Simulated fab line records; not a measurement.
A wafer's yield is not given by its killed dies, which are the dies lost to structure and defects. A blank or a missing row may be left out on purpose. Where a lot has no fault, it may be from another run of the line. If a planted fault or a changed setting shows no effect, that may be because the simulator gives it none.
Matching of chambers	flow n5-finfet	N5_BEOL_M7_ETCH_61 on rie-diel-02: 4 sister chambers
The step etches SiARC in CF4, target depth 45.5 nm, time 75.8 s. 8 wafers are shown with their chamber, then 9 later ones without.

## WAFERS PAIRED WITH THEIR CHAMBERS
wafer	chamber	showerhead-plenum-p-Torr (Torr)	drypump-motor-current-A (A)
L076.5	0	2.12	5.7
L082.3	1	2.11	5.0
L082.4	2	2.25	5.8
L088.5	1	2.11	5.1
L088.6	2	2.25	5.8
L092.1	0	2.11	5.8
L092.4	3	2.08	5.7
L092.6	3	2.08	5.7

## WAFERS WHOSE CHAMBER IS MISSING
wafer	showerhead-plenum-p-Torr (Torr)	drypump-motor-current-A (A)
L091.1	2.11	5.7
L091.2	2.25	5.8
L091.3	2.11	5.1
L095.3	2.25	5.8
L095.5	2.08	5.8
L095.6	2.25	5.8
L096.1	2.10	5.0
L096.2	2.11	5.7
L096.4	2.11	5.8

## CHAMBER TAKEN BY EACH
wafer	from the rows above	in truth
L091.1	0	0
L091.2	2	2
L091.3	1	1
L095.3	2	2
L095.5	3	3
L095.6	2	2
L096.1	1	1
L096.2	0	0
L096.4	0	0
Correctly placed: 9 of 9. Not placeable from these rows: 0. Wrongly placed: 0.
How it was worked out, from the rows above alone: a wafer's distance from a chamber is the root of the sum, over the readings, of the square of ((its reading less the chamber's mean) divided by the reading's scatter). The wafer belongs to the nearest chamber; if the next one is less than 2 further off, it can't be placed. Each chamber's mean is taken over the wafers shown for it. The scatter is the square root of a quotient: the sum, over the shown wafers, of each reading's squared deviation from its chamber's mean, divided by wafers minus chambers.
